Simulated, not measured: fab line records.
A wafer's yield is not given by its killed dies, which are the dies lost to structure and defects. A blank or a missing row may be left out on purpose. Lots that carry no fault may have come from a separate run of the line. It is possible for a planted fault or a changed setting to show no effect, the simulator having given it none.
Which tool was responsible? + flow n5Finfet + 12 lots with 36 wafers sampled at 4 steps, on a route of 1938 steps

== WHAT THE GAUGES SHOWED, per wafer ==
N5_BEOL_M14_CD_MEAS_10 targets a cd of 250 nm.
| lot  | measured     | on       | cdNm (nm)         |
|------|--------------|----------|-------------------|
| L074 | day 12 16:16 | cdSem-02 | 250.2 249.3 249.1 |
| L078 | day 13 17:32 | cdSem-01 | 249.9 249.4 251.3 |
| L076 | day 13 22:55 | cdSem-02 | 249.4 249.6 248.6 |
| L081 | day 13 23:29 | cdSem-01 | 250.3 251.1 250.0 |
| L083 | day 15 01:26 | cdSem-01 | 252.2 251.5 250.6 |
| L085 | day 16 00:42 | cdSem-02 | 249.9 249.0 250.0 |
| L087 | day 16 09:15 | cdSem-02 | 249.3 249.6 248.3 |
| L089 | day 17 09:55 | cdSem-02 | 247.4 250.2 250.3 |
| L090 | day 18 11:23 | cdSem-01 | 248.7 249.7 249.6 |
| L093 | day 18 20:14 | cdSem-02 | 250.5 252.3 251.8 |
| L095 | day 19 06:31 | cdSem-02 | 249.8 249.5 250.0 |
| L096 | day 19 19:00 | cdSem-01 | 249.3 250.4 250.9 |

== EACH LOT AND THE TOOL THAT RAN IT (in order: tool; ch and the chambers of the sampled wafers; start) ==
| lot  | N5_BEOL_M12_SPUTTER_43      | N5_BEOL_M13_TRENCH_ETCH_34        | N5_BEOL_M13_SPUTTER_45      |
|------|-----------------------------|-----------------------------------|-----------------------------|
| L074 | pvdSputter-02, day 12 10:14 | rieDiel-02 ch 0,1,2, day 12 13:35 | pvdSputter-02, day 12 14:43 |
| L078 | pvdSputter-01, day 13 09:30 | rieDiel-02 ch 0,1,3, day 13 12:56 | pvdSputter-01, day 13 15:25 |
| L076 | pvdSputter-03, day 13 15:16 | rieDiel-01 ch 0,1,3, day 13 18:57 | pvdSputter-01, day 13 20:41 |
| L081 | pvdSputter-02, day 13 15:43 | rieDiel-02 ch 0,3, day 13 20:17   | pvdSputter-02, day 13 21:47 |
| L083 | pvdSputter-01, day 14 16:58 | rieDiel-01 ch 0,3, day 14 21:29   | pvdSputter-03, day 14 22:14 |
| L085 | pvdSputter-03, day 15 15:40 | rieDiel-02 ch 0,1, day 15 19:34   | pvdSputter-02, day 15 21:43 |
| L087 | pvdSputter-03, day 15 22:53 | rieDiel-02 ch 1,3, day 16 04:52   | pvdSputter-03, day 16 06:55 |
| L089 | pvdSputter-03, day 17 04:05 | rieDiel-04 ch 0,2,3, day 17 07:23 | pvdSputter-03, day 17 08:21 |
| L090 | pvdSputter-03, day 18 03:20 | rieDiel-01 ch 1,2,3, day 18 08:35 | pvdSputter-02, day 18 09:32 |
| L093 | pvdSputter-01, day 18 09:49 | rieDiel-04 ch 0,3, day 18 13:40   | pvdSputter-02, day 18 18:35 |
| L095 | pvdSputter-01, day 18 12:43 | rieDiel-02 ch 0,2,3, day 18 16:17 | pvdSputter-02, day 19 02:46 |
| L096 | pvdSputter-03, day 19 08:11 | rieDiel-04 ch 0,3, day 19 11:37   | pvdSputter-03, day 19 17:21 |
- N5_BEOL_M12_SPUTTER_43: material TaN, target thk 15 nm, time 24.19 s.
- N5_BEOL_M13_TRENCH_ETCH_34: etches SiOC in C4F8/O2/Ar, target depth 413.47 nm, time 162.6 s.
- N5_BEOL_M13_SPUTTER_45: material Cu, target thk 80 nm, time 13.33 s.

== THE ANSWER, worked out from the rows above alone ==
Rule: the usual values come from the lots themselves. Put in order of their means at a reading, lots are off if they are a third of the lots or fewer, leave a main group of 4 or more, and stand apart from it by a gap of 3 or more times the standard deviation of the main group's means; of several such gaps the widest counts. If all means in a main group match to the digits the tables above print for the reading, that group is not used. A lot without any number at a reading at which 4 lots or more have one is off too. Where the step has rows for the other lots, those lots are counted as sound.
Across all readings shown, no lot is off: no conclusion can be drawn from this.

== WHAT THE SIMULATOR HAD INSERTED ==
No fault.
